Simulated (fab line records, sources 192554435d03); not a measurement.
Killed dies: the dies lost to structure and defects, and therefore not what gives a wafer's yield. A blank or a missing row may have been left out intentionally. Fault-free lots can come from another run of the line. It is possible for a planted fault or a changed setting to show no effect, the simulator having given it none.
Which tool was responsible?	flow n5-finfet	66 wafers from 22 lots sampled at 6 of the route's 1938 steps

== WHAT THE GAUGES SHOWED, per wafer ==
N5_BEOL_M12_INSPECT_55: inspects for defects (darkfield). Usual: raw-defect-count 70, standard deviation 23.
lot	measured	on	raw-defect-count	flag
L074	day 10 16:23	defect-inspect-01	63 109 58	
L075	day 10 17:22	defect-inspect-02	64 37 80	
L077	day 10 18:32	defect-inspect-01	42 31 60	
L076	day 10 18:53	defect-inspect-01	55 48 49	
L078	day 11 09:01	defect-inspect-02	47 49 46	
L079	day 11 20:09	defect-inspect-02	68 39 82	
L081	day 11 23:59	defect-inspect-02	77 76 105	
L082	day 12 02:11	defect-inspect-02	98 90 96	
L083	day 13 01:16	defect-inspect-01	63 50 87	
L086	day 13 11:08	defect-inspect-01	49 41 47	
L084	day 13 11:15	defect-inspect-02	73 51 75	
L087	day 13 15:44	defect-inspect-02	43 63 67	
L088	day 14 03:54	defect-inspect-01	77 74 72	
L089	day 14 11:03	defect-inspect-01	67 62 65	
L091	day 14 11:59	defect-inspect-01	35 49 63	
L090	day 14 16:56	defect-inspect-02	136 139 88	
L093	day 15 06:07	defect-inspect-01	91 63 63	
L092	day 15 12:40	defect-inspect-02	43 45 51	
L094	day 15 17:53	defect-inspect-01	35 51 48	
L095	day 16 08:44	defect-inspect-02	84 94 108	
L097	day 17 02:14	defect-inspect-02	114 86 85	
L096	day 17 02:55	defect-inspect-02	72 50 71	

== TOOL THAT RAN EACH LOT (tool first, then ch and the chambers of the sampled wafers, then the start) ==
lot	N5_BEOL_M11_CURE_72	N5_BEOL_M12_ILD_DEP_00	N5_BEOL_M12_DESCUM_15	N5_BEOL_M12_ETCH_68	N5_BEOL_M12_TRENCH_ETCH_34
L074	uv-cure-01 ch 1, day 10 07:44	pecvd-03 ch 0,2, day 10 10:24	rie-diel-01 ch 0,1,2, day 10 11:03	rie-diel-01 ch 1,2, day 10 12:37	rie-diel-01 ch 1,2, day 10 12:48
L075	uv-cure-03 ch 1, day 10 09:00	pecvd-04 ch 0,1,2, day 10 11:49	rie-diel-02 ch 0,1,2, day 10 12:31	rie-diel-01 ch 0,1,2, day 10 13:36	rie-diel-01 ch 0,1,2, day 10 13:47
L077	uv-cure-02 ch 0, day 10 11:28	pecvd-03 ch 0,2, day 10 13:50	rie-diel-03 ch 0,1,2, day 10 14:22	rie-diel-03 ch 1,2,3, day 10 15:52	rie-diel-03 ch 1,2,3, day 10 16:02
L076	uv-cure-02 ch 0, day 10 11:49	pecvd-03 ch 1,2, day 10 14:02	rie-diel-03 ch 0,1,2, day 10 14:41	rie-diel-02 ch 1,2,3, day 10 16:08	rie-diel-02 ch 1,2,3, day 10 16:19
L078	uv-cure-02 ch 0, day 11 03:04	pecvd-04 ch 0,1, day 11 05:18	rie-diel-01 ch 1,3, day 11 06:00	rie-diel-03 ch 0,1, day 11 07:05	rie-diel-03 ch 0,1, day 11 07:16
L079	uv-cure-02 ch 1, day 11 10:39	pecvd-02 ch 0,2, day 11 12:56	rie-diel-01 ch 0,1,3, day 11 13:37	rie-diel-02 ch 0,2,3, day 11 14:43	rie-diel-02 ch 0,2,3, day 11 14:54
L081	uv-cure-02 ch 1, day 11 14:50	pecvd-02 ch 0,2, day 11 18:10	rie-diel-02 ch 0,2, day 11 18:52	rie-diel-02 ch 0,2,3, day 11 20:05	rie-diel-02 ch 0,2,3, day 11 20:16
L082	uv-cure-02 ch 1, day 11 18:46	pecvd-03 ch 1,2, day 11 20:44	rie-diel-03 ch 0,1,3, day 11 21:26	rie-diel-03 ch 2,3, day 11 22:32	rie-diel-03 ch 2,3, day 11 22:43
L083	uv-cure-03 ch 1, day 12 15:14	pecvd-04 ch 0,1,2, day 12 19:12	rie-diel-03 ch 0,2,3, day 12 19:53	rie-diel-01 ch 0,2,3, day 12 20:59	rie-diel-01 ch 0,2,3, day 12 21:10
L086	uv-cure-03 ch 0, day 13 03:05	pecvd-03 ch 0,1,2, day 13 05:35	rie-diel-02 ch 2,3, day 13 06:15	rie-diel-03 ch 1,3, day 13 07:28	rie-diel-03 ch 1,3, day 13 07:39
L084	uv-cure-02 ch 1, day 13 03:20	pecvd-03 ch 0,1,2, day 13 06:28	rie-diel-02 ch 1,2,3, day 13 07:07	rie-diel-03 ch 0,1,2, day 13 08:27	rie-diel-03 ch 0,1,2, day 13 08:38
L087	uv-cure-02 ch 2, day 13 08:27	pecvd-04 ch 0,2, day 13 10:39	rie-diel-02 ch 1,2, day 13 11:10	rie-diel-03 ch 2,3, day 13 12:23	rie-diel-03 ch 2,3, day 13 12:34
L088	uv-cure-01 ch 0, day 13 19:53	pecvd-03 ch 0,2, day 13 22:26	rie-diel-01 ch 1,2,3, day 13 23:05	rie-diel-02 ch 0,2,3, day 14 00:18	rie-diel-02 ch 0,2,3, day 14 00:29
L089	uv-cure-01 ch 1, day 14 02:33	pecvd-04 ch 0,1, day 14 06:56	rie-diel-01 ch 1,2, day 14 07:34	rie-diel-03 ch 0,1,3, day 14 08:40	rie-diel-03 ch 0,1,3, day 14 08:50
L091	uv-cure-02 ch 0, day 14 02:34	pecvd-03 ch 0,1,2, day 14 07:12	rie-diel-03 ch 0,1, day 14 07:43	rie-diel-02 ch 0,2, day 14 08:49	rie-diel-02 ch 0,2, day 14 08:59
L090	uv-cure-01 ch 1, day 14 05:20	pecvd-03 ch 0,1,2, day 14 08:38	rie-diel-02 ch 0,1,3, day 14 09:15	rie-diel-02 ch 0,1, day 14 10:31	rie-diel-02 ch 0,1, day 14 10:41
L093	uv-cure-01 ch 2, day 14 22:49	pecvd-03 ch 0,2, day 15 01:06	rie-diel-02 ch 1,2, day 15 01:40	rie-diel-01 ch 0,2,3, day 15 02:52	rie-diel-01 ch 0,2,3, day 15 03:03
L092	uv-cure-02 ch 2, day 15 04:58	pecvd-04 ch 0,1,2, day 15 06:58	rie-diel-01 ch 0,2,3, day 15 07:34	rie-diel-03 ch 0,1,3, day 15 08:44	rie-diel-03 ch 0,1,3, day 15 08:53
L094	uv-cure-02 ch 2, day 15 10:41	pecvd-04 ch 0,1,2, day 15 13:06	rie-diel-03 ch 0,1,2, day 15 13:37	rie-diel-01 ch 1,2, day 15 14:43	rie-diel-01 ch 1,2, day 15 14:53
L095	uv-cure-02 ch 0, day 16 00:11	pecvd-02 ch 0,1,2, day 16 02:59	rie-diel-02 ch 1,2,3, day 16 03:38	rie-diel-03 ch 2,3, day 16 04:52	rie-diel-03 ch 2,3, day 16 05:03
L097	uv-cure-03 ch 0, day 16 16:50	pecvd-03 ch 0,1, day 16 19:55	rie-diel-02 ch 0,3, day 16 20:34	rie-diel-01 ch 1,3, day 16 21:47	rie-diel-01 ch 1,3, day 16 21:58
L096	uv-cure-01 ch 1, day 16 18:04	pecvd-03 ch 0,1, day 16 22:30	rie-diel-02 ch 1,2,3, day 16 23:02	rie-diel-02 ch 1,2, day 17 00:23	rie-diel-02 ch 1,2, day 17 00:34
- N5_BEOL_M11_CURE_72: cures SiCOH lowk, time 120 s.
- N5_BEOL_M12_ILD_DEP_00: deposits SiOC from DEMS/O2, target thk 658.92 nm, time 130.7 s.
- N5_BEOL_M12_DESCUM_15: chemistry O2, time 7.9 s.
- N5_BEOL_M12_ETCH_68: etches SOC in N2/H2, time 285 s.
- N5_BEOL_M12_TRENCH_ETCH_34: etches SiOC in C4F8/O2/Ar, target depth 318.95 nm, time 125.5 s.

== AS READ BY THE TOOLS THEMSELVES (means over the sampled wafers that have a number; for cases with no such wafer, the mark the record gives instead) ==
N5_BEOL_M11_CURE_72. Usual: lamp-power-pct 52.31 %, standard deviation 0.054; wafer_temp_C_max 372.0, standard deviation 0.53.
lot	tool	lamp-power-pct (%)	wafer_temp_C_max	flag
L074	uv-cure-01	52.36	371.5	
L075	uv-cure-03	52.34	371.4	
L077	uv-cure-02	52.31	372.4	
L076	uv-cure-02	52.30	372.0	
L078	uv-cure-02	52.33	372.1	
L079	uv-cure-02	52.31	372.7	
L081	uv-cure-02	52.31	372.7	
L082	uv-cure-02	52.33	372.1	
L083	uv-cure-03	52.28	372.1	
L086	uv-cure-03	52.26	371.9	
L084	uv-cure-02	52.30	372.7	
L087	uv-cure-02	52.28	371.3	
L088	uv-cure-01	52.30	372.5	
L089	uv-cure-01	52.27	371.6	
L091	uv-cure-02	52.33	372.6	
L090	uv-cure-01	52.35	371.5	
L093	uv-cure-01	52.27	371.2	
L092	uv-cure-02	52.34	371.6	
L094	uv-cure-02	52.29	371.9	
L095	uv-cure-02	52.29	371.8	
L097	uv-cure-03	52.38	372.3	
L096	uv-cure-01	52.32	371.4	

N5_BEOL_M12_ILD_DEP_00. Usual: heater-power-w 466 W, standard deviation 65; rf-fwd-power-W 497.8 W, standard deviation 1.7; showerhead-plenum-p-Torr 5.701 Torr, standard deviation 0.014; throttle-valve-pct 12.3 %, standard deviation 0.54.
lot	tool	heater-power-w (W)	rf-fwd-power-W (W)	showerhead-plenum-p-Torr (Torr)	throttle-valve-pct (%)	flag
L074	pecvd-03	400	499.1	5.705	12.4	
L075	pecvd-04	481	498.0	5.685	12.3	
L077	pecvd-03	431	498.1	5.701	12.7	
L076	pecvd-03	452	496.8	5.710	12.0	
L078	pecvd-04	443	495.8	5.696	12.1	
L079	pecvd-02	523	498.0	5.699	12.3	
L081	pecvd-02	505	498.3	5.711	12.1	
L082	pecvd-03	463	497.1	5.709	11.9	
L083	pecvd-04	479	496.1	5.685	12.2	
L086	pecvd-03	456	497.6	5.710	12.4	
L084	pecvd-03	431	498.4	5.718	12.4	
L087	pecvd-04	465	498.3	5.691	12.4	
L088	pecvd-03	380	498.3	5.704	13.0	
L089	pecvd-04	510	496.5	5.688	12.2	
L091	pecvd-03	416	497.9	5.706	12.2	
L090	pecvd-03	421	497.7	5.712	12.4	
L093	pecvd-03	409	497.7	5.710	12.6	
L092	pecvd-04	494	497.8	5.691	12.1	
L094	pecvd-04	482	498.1	5.682	12.2	
L095	pecvd-02	515	498.4	5.699	11.9	
L097	pecvd-03	503	498.3	5.707	12.3	
L096	pecvd-03	452	498.8	5.704	12.8	

N5_BEOL_M12_DESCUM_15. Usual: drypump-motor-current-A 5.8 A, standard deviation 0.43; oes-product-au 0.82 a.u., standard deviation 0.084; rf-fwd-power-W 49.43 W, standard deviation 0.22; rf-vpp-V 243.3 V, standard deviation 1.4; showerhead-plenum-p-Torr 2.10 Torr, standard deviation 0.069; throttle-valve-pct 20.22 %, standard deviation 0.25.
lot	tool	drypump-motor-current-A (A)	oes-product-au (a.u.)	rf-fwd-power-W (W)	rf-vpp-V (V)	showerhead-plenum-p-Torr (Torr)	throttle-valve-pct (%)	flag
L074	rie-diel-01	5.9	0.83	49.41	242.9	2.08	20.03	
L075	rie-diel-02	5.3	0.79	49.43	242.6	2.07	20.33	
L077	rie-diel-03	6.2	0.77	49.57	243.6	2.06	20.24	
L076	rie-diel-03	6.2	0.77	49.51	242.7	2.06	20.24	
L078	rie-diel-01	6.0	0.85	49.24	244.2	2.08	20.17	
L079	rie-diel-01	6.1	0.85	49.33	243.2	2.12	20.06	
L081	rie-diel-02	5.6	0.81	49.48	243.0	2.10	20.21	
L082	rie-diel-03	6.1	0.85	49.59	242.8	2.09	20.26	
L083	rie-diel-03	6.3	0.83	49.58	242.3	2.03	20.26	
L086	rie-diel-02	5.7	0.83	49.41	242.7	2.12	20.59	
L084	rie-diel-02	5.5	0.87	49.28	243.6	2.15	20.39	
L087	rie-diel-02	5.1	0.93	49.48	246.0	2.20	20.24	
L088	rie-diel-01	5.9	0.78	49.35	243.2	2.09	20.18	
L089	rie-diel-01	5.7	0.75	49.32	243.3	2.05	20.16	
L091	rie-diel-03	6.0	0.95	49.64	243.0	2.11	20.05	
L090	rie-diel-02	5.4	0.81	49.29	243.4	2.13	20.17	
L093	rie-diel-02	5.3	0.88	49.41	244.1	2.16	20.48	
L092	rie-diel-01	6.0	0.78	49.46	243.8	2.12	20.07	
L094	rie-diel-03	6.2	0.93	49.44	243.1	2.14	20.05	
L095	rie-diel-02	5.4	0.82	49.38	243.5	2.14	20.42	
L097	rie-diel-02	5.8	0.73	49.21	242.5	2.08	20.35	
L096	rie-diel-02	5.4	0.81	49.39	245.1	2.14	20.42	

N5_BEOL_M12_ETCH_68. Usual: value, then standard deviation, for each; drypump-motor-current-A 5.9 A / 0.43; n2-flow-sccm 200.0 sccm / 0.64; oes-product-au 0.82 a.u. / 0.088; rf-fwd-power-W 2992 W / 9; rf-vpp-V 523.7 V / 2.3; showerhead-plenum-p-Torr 2.54 Torr / 0.081; throttle-valve-pct 17.61 % / 0.21.
lot	tool	drypump-motor-current-A (A)	n2-flow-sccm (sccm)	oes-product-au (a.u.)	rf-fwd-power-W (W)	rf-vpp-V (V)	showerhead-plenum-p-Torr (Torr)	throttle-valve-pct (%)	flag
L074	rie-diel-01	5.7	199.8	0.78	2973	523.0	2.51	17.58	
L075	rie-diel-01	5.9	200.3	0.83	3002	523.5	2.53	17.47	
L077	rie-diel-03	6.2	200.4	0.80	3001	522.6	2.51	17.75	
L076	rie-diel-02	5.5	200.1	0.80	2992	522.9	2.52	17.82	
L078	rie-diel-03	6.0	199.8	0.77	2991	524.4	2.58	17.61	
L079	rie-diel-02	5.7	200.3	0.81	2987	524.6	2.56	17.71	
L081	rie-diel-02	5.6	200.3	0.81	2992	524.4	2.56	17.72	
L082	rie-diel-03	6.4	200.0	0.78	2983	520.8	2.44	17.76	
L083	rie-diel-01	6.0	200.6	0.80	2988	525.0	2.59	17.45	
L086	rie-diel-03	6.1	199.2	0.83	2988	522.6	2.54	17.79	
L084	rie-diel-03	6.2	200.1	0.75	2990	523.3	2.50	17.63	
L087	rie-diel-03	6.4	200.2	0.76	2996	520.5	2.43	17.79	
L088	rie-diel-02	5.7	199.9	0.79	2984	524.3	2.55	17.74	
L089	rie-diel-03	6.1	199.4	0.92	2992	522.9	2.53	17.50	
L091	rie-diel-02	5.6	200.8	0.82	2991	524.6	2.57	17.79	
L090	rie-diel-02	5.1	200.0	0.87	2991	526.8	2.66	17.47	
L093	rie-diel-01	6.0	199.9	0.79	2993	524.9	2.59	17.49	
L092	rie-diel-03	6.1	200.0	0.88	2988	523.6	2.52	17.52	
L094	rie-diel-01	5.8	199.7	0.77	2979	522.1	2.47	17.69	
L095	rie-diel-03	6.3	200.9	0.90	2990	524.6	2.56	17.68	
L097	rie-diel-01	6.0	199.7	0.79	2997	524.4	2.52	17.67	
L096	rie-diel-02	5.4	199.9	0.85	2998	525.5	2.62	17.82	

N5_BEOL_M12_TRENCH_ETCH_34. Usual: drypump-motor-current-A 5.9 A, standard deviation 0.43; oes-product-au 0.81 a.u., standard deviation 0.088; rf-fwd-power-W 2990 W, standard deviation 9.5; rf-vpp-V 665 V, standard deviation 3.1; showerhead-plenum-p-Torr 3.41 Torr, standard deviation 0.1; throttle-valve-pct 24.01 %, standard deviation 0.24.
lot	tool	drypump-motor-current-A (A)	oes-product-au (a.u.)	rf-fwd-power-W (W)	rf-vpp-V (V)	showerhead-plenum-p-Torr (Torr)	throttle-valve-pct (%)	flag
L074	rie-diel-01	5.7	0.78	2987	664	3.38	23.94	
L075	rie-diel-01	5.9	0.83	2990	664	3.40	23.85	
L077	rie-diel-03	6.2	0.80	2997	664	3.38	24.13	
L076	rie-diel-02	5.4	0.78	2977	665	3.39	24.29	
L078	rie-diel-03	6.0	0.77	2988	667	3.45	23.95	
L079	rie-diel-02	5.7	0.81	2983	667	3.45	24.18	
L081	rie-diel-02	5.7	0.80	2989	665	3.45	24.19	
L082	rie-diel-03	6.4	0.78	2982	661	3.29	24.14	
L083	rie-diel-01	6.0	0.80	2992	668	3.48	23.85	
L086	rie-diel-03	6.1	0.83	2995	664	3.41	24.21	
L084	rie-diel-03	6.2	0.75	2990	664	3.35	23.96	
L087	rie-diel-03	6.4	0.75	2998	661	3.28	24.16	
L088	rie-diel-02	5.6	0.79	2985	666	3.44	24.22	
L089	rie-diel-03	6.1	0.92	2991	665	3.40	23.93	
L091	rie-diel-02	5.6	0.81	2988	666	3.45	24.27	
L090	rie-diel-02	5.0	0.87	2989	669	3.56	23.84	
L093	rie-diel-01	6.0	0.78	2994	667	3.47	23.87	
L092	rie-diel-03	6.1	0.88	2986	664	3.39	23.94	
L094	rie-diel-01	5.8	0.77	2999	663	3.33	24.03	
L095	rie-diel-03	6.3	0.90	2990	666	3.45	24.13	
L097	rie-diel-01	6.0	0.78	3000	665	3.39	24.04	
L096	rie-diel-02	5.4	0.85	2982	668	3.51	24.29	

== THE ANSWER, worked out from the rows above alone ==
Rule: a lot is off if the mean of its wafers that have a number lies more than 3 standard deviations from the usual mean. A lot without any number at a reading at which 4 lots or more have one is off too. Any other lot the step has rows for is counted as sound. First the gauges in route order, then the tools' own readings, where a lot's mean is used as printed above. At the first step where some lot is off, the reading lying furthest off is the one used; lots without a number count as furthest.
No lot is off at any reading shown: from this, nothing can be told.

== WHAT THE SIMULATOR HAD INSERTED ==
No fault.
